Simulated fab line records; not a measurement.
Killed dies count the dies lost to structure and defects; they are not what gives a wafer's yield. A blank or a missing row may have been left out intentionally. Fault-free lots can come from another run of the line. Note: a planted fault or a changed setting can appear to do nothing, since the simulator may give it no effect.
fab line records + flow nand-harc
record
- lots=6
- wafers=18
- last-day=32
route steps=1302 shown P_GATE@143
lots that met no fault: taken from a fault-free run of the same line
start-h: hours from the record's first day to the start of the lot's first wafer shown + wait-h: hours elapsed since this lot's preceding step + " unchanged from the row above + L1.1+2: one row covering several wafers at once + - no value, or no start was given + * or withheld: withheld + < > ~ a bound
route shown NAME@n: names a module that has steps shown in the file, with the first one's number in the route + usual: mean and standard deviation over wafers with no fault + same: alike in all rows + chamber/n: place in a boat + sites: readings site by site + _std_site: standard deviation of those values + _edge_site: outer sites' mean less inner sites' + radius-mm: for every site, how far away it sits from the centre of the wafer + mask NAME#n: copy n + behind: the most recent tool/chamber to have shaped the wafer + hold: what put the lot on hold/how long, in hours/how the hold closed + device: the transistor (n, p or np) that didn't switch + end of line: the route-end tests of the same wafers + a step given without rows: its recipe and nothing more + killed: dies that structure and defects cost at the first sort, which is not the same as the wafer's yield + map: the dies of a wafer, with x for killed, . for not killed, _ for no die there
set.NAME: the run value of the setting; set.NAME@STEP: its run value at that earlier step + model.NAME: the simulator's own value behind a step, which no gauge read
a table for each step, a row for each wafer; lots at some steps of the route
services: a tool's chamber out of use, with start hour (start-h, from the record's first day; less than 0 if before it), hours out, and reason
## steps
# step NHARC_P_GATE_INSPECT_28
# usual
- raw-defect-count=6/3
| lot.wafer | tool              | chamber | start-h | wait-h | raw-defect-count |
|-----------|-------------------|---------|---------|--------|------------------|
| L759.1    | defect-inspect-01 | -       | 100.10  | 0.0    | 5                |
| L759.5    | "                 | -       | "       | "      | 3                |
| L759.6    | "                 | -       | "       | "      | 4                |
| L763.1    | defect-inspect-02 | -       | 138.77  | 0.0    | 8                |
| L763.3    | "                 | -       | "       | "      | 10               |
| L763.6    | "                 | -       | "       | "      | 9                |
| L765.1    | defect-inspect-01 | -       | 154.46  | 0.0    | 5                |
| L765.2    | "                 | -       | "       | "      | 3                |
| L765.5    | "                 | -       | "       | "      | 3                |
| L767.2    | defect-inspect-01 | -       | 181.71  | 0.0    | 6                |
| L767.3    | "                 | -       | "       | "      | 8                |
| L767.6    | "                 | -       | "       | "      | 12               |
| L772.4    | defect-inspect-02 | -       | 222.30  | 0.0    | 8                |
| L772.5    | "                 | -       | "       | "      | 12               |
| L772.6    | "                 | -       | "       | "      | 5                |
| L778.2    | defect-inspect-01 | -       | 284.92  | 0.0    | 6                |
| L778.4    | "                 | -       | "       | "      | 5                |
| L778.6    | "                 | -       | "       | "      | 3                |
# step NHARC_P_GATE_DESCUM_31
# recipe
- time-s=3
- o2-flow-sccm=200
- ar-flow-sccm=0
- bias-power-w=0
- chemistry=O2
# step NHARC_P_GATE_ETCH_104
# recipe
- target-depth-a=600
- time-s=withheld
- cf4-flow-sccm=100
- chf3-flow-sccm=30
- ar-flow-sccm=0
- rf-w=500
- bias-w=200
- chemistry=CF4/CHF3
# usual
- chamber-pressure-mTorr=24.999/0.023
- drypump-motor-current-A=5.6/0.31
- oes-product-au=0.948/0.026
- rf-vpp-V=371.1/2.1
- showerhead-plenum-p-Torr=1.59/0.061
- throttle-valve-pct=16.802/0.009
| lot.wafer | tool        | chamber | start-h | wait-h | chamber-pressure-mTorr | drypump-motor-current-A | oes-product-au | rf-vpp-V | showerhead-plenum-p-Torr | throttle-valve-pct |
|-----------|-------------|---------|---------|--------|------------------------|-------------------------|----------------|----------|--------------------------|--------------------|
| L759.1    | rie-diel-08 | 2       | 100.26  | 0.1    | 24.968                 | 5.8                     | 0.907          | 372.4    | 1.60                     | 16.795             |
| L759.5    | "           | 0       | "       | "      | 25.034                 | 5.7                     | 0.914          | 372.8    | 1.63                     | 16.806             |
| L759.6    | "           | 1       | "       | "      | 25.001                 | 6.0                     | 0.931          | 369.7    | 1.54                     | 16.802             |
| L763.3    | rie-diel-11 | 2       | 138.93  | 0.1    | 25.000                 | 5.4                     | 0.919          | 374.3    | 1.65                     | 16.806             |
| L763.1    | "           | 3       | "       | "      | 25.025                 | 5.4                     | 0.938          | 369.6    | 1.60                     | 16.799             |
| L763.6    | "           | 2       | "       | "      | 25.006                 | 5.4                     | 0.912          | 373.2    | 1.65                     | 16.802             |
| L765.1    | rie-diel-11 | 0       | 154.61  | 0.1    | 25.015                 | 5.7                     | 0.906          | 372.9    | 1.65                     | 16.798             |
| L765.2    | "           | 3       | "       | "      | 24.999                 | 5.5                     | 0.944          | 370.9    | 1.60                     | 16.812             |
| L765.5    | "           | 1       | "       | "      | 25.045                 | 5.0                     | 0.927          | 369.8    | 1.55                     | 16.794             |
| L767.2    | rie-diel-06 | 2       | 181.86  | 0.1    | 24.995                 | 5.8                     | 0.969          | 367.2    | 1.49                     | 16.793             |
| L767.3    | "           | 3       | "       | "      | 24.961                 | 6.2                     | 0.962          | 369.7    | 1.54                     | 16.805             |
| L767.6    | "           | 1       | "       | "      | 24.989                 | 5.8                     | 0.974          | 374.3    | 1.69                     | 16.801             |
| L772.4    | rie-diel-06 | 1       | 222.44  | 0.1    | 24.976                 | 5.8                     | 0.961          | 372.4    | 1.69                     | 16.806             |
| L772.5    | "           | 0       | "       | "      | 25.004                 | 5.4                     | 0.975          | 371.1    | 1.58                     | 16.807             |
| L772.6    | "           | 1       | "       | "      | 25.008                 | 5.8                     | 0.960          | 376.2    | 1.69                     | 16.810             |
| L778.4    | rie-diel-11 | 2       | 285.07  | 0.1    | 24.994                 | 5.4                     | 0.993          | 373.8    | 1.65                     | 16.799             |
| L778.2    | "           | 3       | "       | "      | 25.021                 | 5.5                     | 0.972          | 372.3    | 1.60                     | 16.814             |
| L778.6    | "           | 2       | "       | "      | 25.011                 | 5.4                     | 0.991          | 371.3    | 1.65                     | 16.803             |
# step NHARC_P_GATE_HM_OPEN_105
# recipe
- target-depth-a=3600
- o2-flow-sccm=400
- cos-flow-sccm=20
- ar-flow-sccm=0
- rf-w=500
- bias-w=300
- chemistry=O2/COS
# usual
- chamber-pressure-mTorr=19.999/0.018
- drypump-motor-current-A=5.6/0.31
- oes-product-au=1.000/0.014
- rf-vpp-V=467.8/2.7
- showerhead-plenum-p-Torr=3.15/0.12
- throttle-valve-pct=28.330/0.0094
| lot.wafer | tool        | chamber | start-h | wait-h | chamber-pressure-mTorr | drypump-motor-current-A | oes-product-au | rf-hours-counter-h | rf-vpp-V | showerhead-plenum-p-Torr | throttle-valve-pct |
|-----------|-------------|---------|---------|--------|------------------------|-------------------------|----------------|--------------------|----------|--------------------------|--------------------|
| L759.1    | rie-diel-08 | 0       | -       | -      | 20.004                 | 5.7                     | 1.010          | 4.7                | 469.3    | 3.22                     | 28.338             |
| L759.5    | "           | 1       | "       | "      | 20.005                 | 5.9                     | 1.018          | -                  | 464.6    | 3.06                     | 28.341             |
| L759.6    | "           | 2       | "       | "      | 20.008                 | 5.9                     | 0.976          | -                  | 467.3    | 3.17                     | 28.325             |
| L763.1    | rie-diel-11 | 0       | -       | -      | 20.030                 | 5.7                     | 0.977          | 2.4                | 471.4    | 3.28                     | 28.329             |
| L763.3    | "           | 1       | "       | "      | 20.015                 | 5.0                     | 1.004          | 2.2                | 464.6    | 3.07                     | 28.325             |
| L763.6    | "           | 1       | "       | "      | 19.986                 | 5.0                     | 1.009          | -                  | 466.1    | 3.07                     | 28.321             |
| L765.2    | rie-diel-11 | 1       | -       | -      | 20.017                 | 5.0                     | 1.005          | 2.5                | 465.2    | 3.07                     | 28.343             |
| L765.1    | "           | 2       | "       | "      | 19.981                 | 5.4                     | 0.976          | 1.8                | 469.5    | 3.27                     | 28.341             |
| L765.5    | "           | 0       | "       | "      | 20.011                 | 5.7                     | 0.986          | -                  | 469.6    | 3.28                     | 28.326             |
| L767.3    | rie-diel-06 | 1       | -       | -      | 19.985                 | 5.8                     | 1.007          | 2.9                | 471.2    | 3.35                     | 28.329             |
| L767.2    | "           | 3       | "       | "      | 19.989                 | 6.2                     | 0.980          | 3.2                | 466.1    | 3.06                     | 28.333             |
| L767.6    | "           | 2       | "       | "      | 20.012                 | 5.7                     | 0.997          | -                  | 462.5    | 2.95                     | 28.324             |
| L772.4    | rie-diel-06 | 3       | -       | -      | 20.017                 | 6.2                     | 0.991          | 5.7                | 465.2    | 3.06                     | 28.333             |
| L772.5    | "           | 3       | "       | "      | 20.027                 | 6.2                     | 0.989          | -                  | 465.8    | 3.06                     | 28.314             |
| L772.6    | "           | 0       | "       | "      | 19.987                 | 5.4                     | 1.007          | -                  | 470.0    | 3.14                     | 28.327             |
| L778.4    | rie-diel-11 | 1       | -       | -      | 19.973                 | 5.0                     | 0.999          | 1.4                | 465.1    | 3.06                     | 28.331             |
| L778.2    | "           | 0       | "       | "      | 19.976                 | 5.7                     | 0.977          | 0.9                | 470.4    | 3.28                     | 28.325             |
| L778.6    | "           | 2       | "       | "      | 20.008                 | 5.4                     | 0.995          | -                  | 470.3    | 3.26                     | 28.330             |
# step NHARC_P_GATE_STRIP_106
# recipe
- o2-flow-sccm=400
- cos-flow-sccm=20
- ar-flow-sccm=0
- bias-w=0
- chemistry=O2/COS
# step NHARC_P_GATE_ETCH_114
# recipe
- target-depth-a=300
- overetch-a=30
- time-s=16.5
- ion-energy-ev=100
- cf4-flow-sccm=80
- o2-flow-sccm=20
- ar-flow-sccm=0
- rf-w=300
- bias-w=100
- chemistry=CF4/O2
# usual
- chamber-pressure-mTorr=30.001/0.03
- drypump-motor-current-A=5.6/0.32
- oes_f_703_au=1.000/0.0048
- oes-product-au=1.000/0.013
- rf-vpp-V=198.0/1.3
- showerhead-plenum-p-Torr=1.35/0.053
- throttle-valve-pct=13.398/0.0089
| lot.wafer | tool        | chamber | start-h | wait-h | chamber-pressure-mTorr | drypump-motor-current-A | oes_f_703_au | oes-product-au | rf-hours-counter-h | rf-vpp-V | showerhead-plenum-p-Torr | throttle-valve-pct |
|-----------|-------------|---------|---------|--------|------------------------|-------------------------|--------------|----------------|--------------------|----------|--------------------------|--------------------|
| L759.1    | rie-diel-08 | 1       | -       | -      | 30.042                 | 5.9                     | 1.000        | 1.012          | 5.5                | 197.5    | 1.31                     | 13.391             |
| L759.5    | "           | 3       | "       | "      | 30.014                 | 5.7                     | 0.997        | 0.985          | -                  | 196.3    | 1.26                     | 13.400             |
| L759.6    | "           | 0       | "       | "      | 29.961                 | 5.7                     | 0.999        | 1.000          | -                  | 198.3    | 1.38                     | 13.403             |
| L763.3    | rie-diel-11 | 1       | -       | -      | 29.934                 | 4.9                     | 1.005        | 0.999          | 2.2                | 197.3    | 1.31                     | 13.415             |
| L763.1    | "           | 2       | "       | "      | 29.990                 | 5.4                     | 0.989        | 0.984          | 1.6                | 198.9    | 1.40                     | 13.383             |
| L763.6    | "           | 0       | "       | "      | 30.067                 | 5.7                     | 1.004        | 0.980          | -                  | 199.7    | 1.41                     | 13.400             |
| L765.1    | rie-diel-11 | 2       | -       | -      | 30.064                 | 5.4                     | 1.002        | 0.990          | 1.8                | 200.0    | 1.40                     | 13.401             |
| L765.2    | "           | 0       | "       | "      | 29.996                 | 5.7                     | 0.998        | 0.978          | 2.9                | 199.1    | 1.40                     | 13.415             |
| L765.5    | "           | 3       | "       | "      | 29.966                 | 5.4                     | 0.997        | 1.007          | -                  | 196.8    | 1.36                     | 13.385             |
| L767.2    | rie-diel-06 | 0       | -       | -      | 30.036                 | 5.4                     | 0.999        | 1.007          | 2.9                | 198.8    | 1.35                     | 13.399             |
| L767.3    | "           | 1       | "       | "      | 29.983                 | 5.8                     | 0.999        | 1.011          | 3.0                | 199.5    | 1.44                     | 13.388             |
| L767.6    | "           | 2       | "       | "      | 29.998                 | 5.7                     | 1.003        | 0.990          | -                  | 197.8    | 1.26                     | 13.398             |
| L772.4    | rie-diel-06 | 1       | -       | -      | 30.023                 | 5.8                     | 1.001        | 1.007          | 5.7                | 200.9    | 1.44                     | 13.383             |
| L772.5    | "           | 3       | "       | "      | 29.985                 | 6.2                     | 0.999        | 1.002          | -                  | 197.6    | 1.31                     | 13.386             |
| L772.6    | "           | 0       | "       | "      | 29.932                 | 5.4                     | 0.996        | 0.988          | -                  | 201.4    | 1.34                     | 13.393             |
| L778.2    | rie-diel-11 | 1       | -       | -      | 29.970                 | 4.9                     | 0.999        | 1.015          | 1.4                | 197.9    | 1.31                     | 13.394             |
| L778.4    | "           | 2       | "       | "      | 30.022                 | 5.4                     | 0.998        | 1.003          | 1.4                | 197.8    | 1.40                     | 13.406             |
| L778.6    | "           | 1       | "       | "      | 30.050                 | 5.0                     | 0.995        | 1.004          | -                  | 196.9    | 1.31                     | 13.397             |
# step NHARC_P_GATE_ETCH_32
# recipe
- target-depth-a=1500
- over-etch-frac=1
- over-etch-ion-energy-ev=40
- time-s=100.1
- hbr-flow-sccm=150
- cl2-flow-sccm=50
- rf-w=400
- icp-w=400
- bias-w=100
- chemistry=HBr/Cl2
# step NHARC_P_GATE_STRIP_108
# recipe
- o2-flow-sccm=500
- ar-flow-sccm=0
- bias-w=0
- chemistry=O2
# usual
- chamber-pressure-mTorr=60.01/0.053
- drypump-motor-current-A=5.64/0.29
- oes-product-au=0.999/0.015
- rf-vpp-V=57.9/0.93
- showerhead-plenum-p-Torr=3.55/0.13
- throttle-valve-pct=17.034/0.0089
| lot.wafer | tool        | chamber | start-h | wait-h | chamber-pressure-mTorr | drypump-motor-current-A | oes-product-au | rf-hours-counter-h | rf-vpp-V | showerhead-plenum-p-Torr | throttle-valve-pct |
|-----------|-------------|---------|---------|--------|------------------------|-------------------------|----------------|--------------------|----------|--------------------------|--------------------|
| L759.1    | rie-diel-11 | 1       | 100.82  | -      | 60.08                  | 4.97                    | 1.001          | 2                  | 59.0     | 3.47                     | 17.035             |
| L759.6    | "           | 3       | "       | "      | 59.97                  | 5.47                    | 1.021          | -                  | 56.0     | 3.59                     | 17.036             |
| L759.5    | "           | 0       | "       | "      | 60.09                  | 5.73                    | 0.967          | -                  | 57.7     | 3.71                     | 17.037             |
| L763.1    | rie-diel-06 | 0       | 139.48  | -      | 60.07                  | 5.41                    | 1.007          | 0                  | 58.9     | 3.56                     | 17.036             |
| L763.3    | "           | 2       | "       | "      | 59.99                  | 5.76                    | 0.999          | 0                  | 56.9     | 3.34                     | 17.021             |
| L763.6    | "           | 3       | "       | "      | 60.07                  | 6.19                    | 0.972          | -                  | 57.9     | 3.46                     | 17.053             |
| L765.2    | rie-diel-11 | 2       | 155.14  | -      | 60.01                  | 5.44                    | 0.990          | 2                  | 56.9     | 3.69                     | 17.028             |
| L765.1    | "           | 3       | "       | "      | 59.98                  | 5.45                    | 1.006          | 2                  | 58.0     | 3.59                     | 17.046             |
| L765.5    | "           | 3       | "       | "      | 60.02                  | 5.47                    | 1.014          | -                  | 59.0     | 3.59                     | 17.025             |
| L767.3    | rie-diel-08 | 3       | 182.45  | -      | 59.98                  | 5.67                    | 0.998          | 8                  | 56.9     | 3.33                     | 17.031             |
| L767.2    | "           | 0       | "       | "      | 59.98                  | 5.71                    | 1.012          | 8                  | 56.4     | 3.64                     | 17.032             |
| L767.6    | "           | 2       | "       | "      | 59.99                  | 5.83                    | 0.993          | -                  | 57.7     | 3.58                     | 17.025             |
| L772.4    | rie-diel-11 | 2       | 222.99  | -      | 60.05                  | 5.45                    | 0.982          | 8                  | 57.6     | 3.69                     | 17.022             |
| L772.6    | "           | 1       | "       | "      | 60.01                  | 4.97                    | 1.006          | -                  | 56.4     | 3.46                     | 17.024             |
| L772.5    | "           | 2       | "       | "      | 59.96                  | 5.45                    | 0.984          | -                  | 58.4     | 3.69                     | 17.034             |
| L778.2    | rie-diel-08 | 1       | 285.63  | -      | 60.02                  | 5.97                    | 1.022          | 4                  | 56.8     | 3.46                     | 17.039             |
| L778.4    | "           | 2       | "       | "      | 60.02                  | 5.83                    | 1.015          | 4                  | 59.3     | 3.58                     | 17.038             |
| L778.6    | "           | 3       | "       | "      | 60.02                  | 5.71                    | 0.985          | -                  | 57.2     | 3.32                     | 17.034             |
# step NHARC_P_GATE_CD_MEAS_33
# usual
- cd-nm=121/3.3
| lot.wafer | tool      | chamber | start-h | wait-h | cd-nm |
|-----------|-----------|---------|---------|--------|-------|
| L759.1    | cd-sem-01 | -       | 100.96  | -      | 123   |
| L759.5    | "         | -       | "       | "      | 124   |
| L759.6    | "         | -       | "       | "      | 113   |
| L763.1    | cd-sem-03 | -       | 139.63  | -      | 116   |
| L763.3    | "         | -       | "       | "      | 119   |
| L763.6    | "         | -       | "       | "      | 117   |
| L765.1    | cd-sem-01 | -       | 155.32  | -      | 122   |
| L765.2    | "         | -       | "       | "      | 123   |
| L765.5    | "         | -       | "       | "      | 123   |
| L767.2    | cd-sem-01 | -       | 182.60  | -      | 116   |
| L767.3    | "         | -       | "       | "      | 116   |
| L767.6    | "         | -       | "       | "      | 117   |
| L772.4    | cd-sem-02 | -       | 223.16  | -      | 116   |
| L772.5    | "         | -       | "       | "      | 120   |
| L772.6    | "         | -       | "       | "      | 116   |
| L778.2    | cd-sem-02 | -       | 285.78  | -      | 120   |
| L778.4    | "         | -       | "       | "      | 128   |
| L778.6    | "         | -       | "       | "      | 120   |
# step NHARC_P_GATE_STRIP_35
# recipe
- time-s=600
- temp-c=130
- chemistry=SPM
# step NHARC_P_GATE_PRECLEAN_73
# recipe
- time-s=*
- temp-c=50
- bath-age-min=0
- chemistry=SC1
# step NHARC_P_GATE_SRD_74
# step NHARC_P_GATE_ALD_36
# recipe
- target-thk-a=200
- pulse-time-s=60
- ald-cycles=223
- temp-c=400
- material=SiNx
# usual
- ald-cycles=223/0
- heater-power-w=812/71
- precursor-pulse-height-rel=0.999/0.02
| lot.wafer | tool       | chamber | start-h | wait-h | ald-cycles | heater-power-w | precursor-pulse-height-rel |
|-----------|------------|---------|---------|--------|------------|----------------|----------------------------|
| L759.1    | ald-sin-04 | 3       | 103.54  | -      | 223        | 907            | 1.020                      |
| L759.5    | "          | 1       | 105.67  | -      | 223        | 869            | 0.992                      |
| L759.6    | "          | 2       | 106.73  | -      | 223        | 831            | 0.970                      |
| L763.1    | ald-sin-04 | 3       | 142.23  | -      | 223        | 893            | 1.002                      |
| L763.3    | "          | 0       | 143.30  | -      | 223        | 782            | 1.007                      |
| L763.6    | "          | 1       | 144.38  | -      | 223        | 852            | 0.942                      |
| L765.1    | ald-sin-04 | 2       | 156.83  | -      | 213        | 847            | 0.993                      |
| L765.2    | "          | 0       | 158.93  | -      | 213        | 791            | 1.009                      |
| L765.5    | "          | 2       | 161.03  | -      | 213        | 834            | 0.989                      |
| L767.3    | ald-sin-04 | 1       | 185.15  | -      | 213        | 890            | 0.985                      |
| L767.2    | "          | 2       | 186.20  | -      | 213        | 854            | 0.997                      |
| L767.6    | "          | 0       | 188.30  | -      | 213        | 782            | 1.020                      |
| L772.4    | ald-sin-02 | 3       | 225.67  | -      | 223        | 659            | 1.004                      |
| L772.6    | "          | 1       | 227.74  | -      | 223        | 833            | 0.973                      |
| L772.5    | "          | 2       | 228.77  | -      | 223        | 887            | 1.010                      |
| L778.2    | ald-sin-02 | 3       | 286.24  | -      | 223        | 643            | 0.987                      |
| L778.4    | "          | 1       | 288.32  | -      | 223        | 828            | 1.049                      |
| L778.6    | "          | 0       | 291.45  | -      | 223        | 826            | 1.040                      |
# step NHARC_P_GATE_ETCHBACK_37
# recipe
- target-depth-a=345
- time-s=17.2
- chf3-flow-sccm=50
- o2-flow-sccm=10
- ar-flow-sccm=200
- rf-w=500
- bias-w=200
- chemistry=CHF3/O2
# usual
- chamber-pressure-mTorr=24.997/0.023
- drypump-motor-current-A=5.6/0.3
- oes-product-au=0.95/0.033
- rf-vpp-V=371.2/2.1
- showerhead-plenum-p-Torr=2.43/0.089
- throttle-valve-pct=20.573/0.0087
| lot.wafer | tool        | chamber | start-h | wait-h | chamber-pressure-mTorr | drypump-motor-current-A | oes-product-au | rf-hours-counter-h | rf-vpp-V | showerhead-plenum-p-Torr | throttle-valve-pct |
|-----------|-------------|---------|---------|--------|------------------------|-------------------------|----------------|--------------------|----------|--------------------------|--------------------|
| L759.1    | rie-diel-11 | 1       | -       | -      | 24.980                 | 5.0                     | 0.94           | 2                  | 369.7    | 2.36                     | 20.576             |
| L759.5    | "           | 2       | "       | "      | 25.022                 | 5.4                     | 0.91           | -                  | 372.1    | 2.52                     | 20.559             |
| L759.6    | "           | 3       | "       | "      | 25.042                 | 5.5                     | 0.95           | -                  | 371.1    | 2.45                     | 20.559             |
| L763.3    | rie-diel-11 | 2       | -       | -      | 25.012                 | 5.4                     | 0.92           | 2                  | 373.4    | 2.52                     | 20.580             |
| L763.1    | "           | 1       | "       | "      | 24.999                 | 5.0                     | 0.93           | 2                  | 370.1    | 2.36                     | 20.564             |
| L763.6    | "           | 3       | "       | "      | 25.001                 | 5.4                     | 0.94           | -                  | 371.9    | 2.45                     | 20.575             |
| L765.1    | rie-diel-06 | 1       | -       | -      | 25.001                 | 5.8                     | 0.94           | 1                  | 374.6    | 2.58                     | 20.569             |
| L765.2    | "           | 2       | "       | "      | 24.994                 | 5.8                     | 0.92           | 2                  | 367.4    | 2.27                     | 20.579             |
| L765.5    | "           | 0       | "       | "      | 24.960                 | 5.4                     | 0.93           | -                  | 371.6    | 2.42                     | 20.565             |
| L767.3    | rie-diel-11 | 1       | -       | -      | 25.019                 | 5.0                     | 0.94           | 6                  | 368.5    | 2.36                     | 20.581             |
| L767.2    | "           | 2       | "       | "      | 25.027                 | 5.5                     | 0.91           | 6                  | 372.8    | 2.51                     | 20.571             |
| L767.6    | "           | 3       | "       | "      | 25.045                 | 5.5                     | 0.95           | -                  | 372.3    | 2.45                     | 20.589             |
| L772.4    | rie-diel-06 | 1       | -       | -      | 24.995                 | 5.8                     | 0.95           | 6                  | 375.0    | 2.58                     | 20.577             |
| L772.5    | "           | 2       | "       | "      | 24.984                 | 5.7                     | 0.93           | -                  | 366.0    | 2.27                     | 20.582             |
| L772.6    | "           | 3       | "       | "      | 24.999                 | 6.2                     | 0.94           | -                  | 368.7    | 2.35                     | 20.577             |
| L778.2    | rie-diel-11 | 1       | -       | -      | 24.989                 | 5.0                     | 0.93           | 1                  | 369.5    | 2.36                     | 20.562             |
| L778.4    | "           | 2       | "       | "      | 24.988                 | 5.5                     | 0.95           | 1                  | 373.2    | 2.51                     | 20.580             |
| L778.6    | "           | 0       | "       | "      | 24.969                 | 5.7                     | 0.93           | -                  | 374.4    | 2.52                     | 20.569             |
## services
| tool        | chamber | start-h | hours | kind       |
|-------------|---------|---------|-------|------------|
| ald-sin-04  | -       | 77.50   | 10.0  | pm         |
| rie-diel-11 | -       | 78.58   | 9.0   | pm         |
| rie-diel-11 | 0       | 78.58   | 9.0   | vent-cycle |
| rie-diel-11 | 1       | 78.58   | 9.0   | vent-cycle |
| ald-sin-04  | -       | 89.68   | 0.3   | repair     |
| rie-diel-06 | -       | 96.72   | 0.3   | repair     |
| ald-sin-02  | -       | 99.47   | 1.1   | repair     |
| ald-sin-04  | -       | 112.84  | 0.6   | repair     |
| rie-diel-08 | 2       | 121.14  | 22.7  | repair     |
| rie-diel-06 | 3       | 122.21  | 8.9   | repair     |
| ald-sin-02  | -       | 128.60  | 10.0  | pm         |
| rie-diel-06 | -       | 130.20  | 9.0   | pm         |
| ald-sin-04  | 0       | 134.84  | 3.5   | repair     |
| rie-diel-06 | 1       | 144.92  | 6.8   | repair     |
| rie-diel-06 | 2       | 150.52  | 2.1   | repair     |
| ald-sin-04  | 2       | 166.21  | 8.1   | repair     |
| rie-diel-08 | -       | 190.80  | 9.0   | pm         |
| rie-diel-08 | 1       | 231.09  | 10.1  | repair     |
| ald-sin-04  | -       | 234.03  | 0.9   | repair     |
| ald-sin-04  | -       | 255.50  | 10.0  | pm         |
| rie-diel-11 | -       | 255.58  | 9.0   | pm         |
| ald-sin-04  | 3       | 268.69  | 6.5   | repair     |
| ald-sin-02  | 1       | 276.77  | 2.1   | repair     |
| ald-sin-04  | 1       | 283.73  | 4.4   | repair     |
## key
first-sign
- step=NHARC_P_GATE_ALD_36
- reading=ald-cycles
- direction=down
- sigmas=99+
- usual=223
- struck=213
effect none on later readings
met-at NHARC_P_GATE_ALD_36
struck-wafers L765.1,L765.2,L765.5,L767.2,L767.3,L767.6
tester-left-out L765,L767
onset-between 142.23 156.83
fault
- kind=process-parameter-drift
- tool=ald-sin-04
- chamber=-
- onset-h=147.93
- steps=NHARC_P_GATE_ALD_36
- channel=ald-cycles
- offset=-10
- shape=step
- end-h=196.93
- stated=223
# tester-left-out: of these lots the tester's yield and bins aren't shown, on N5 and GAA mostly nor the transistor test; their killed dies are dies lost to structure and defects alone, not to doping, threshold or leakage, so they don't give the yield
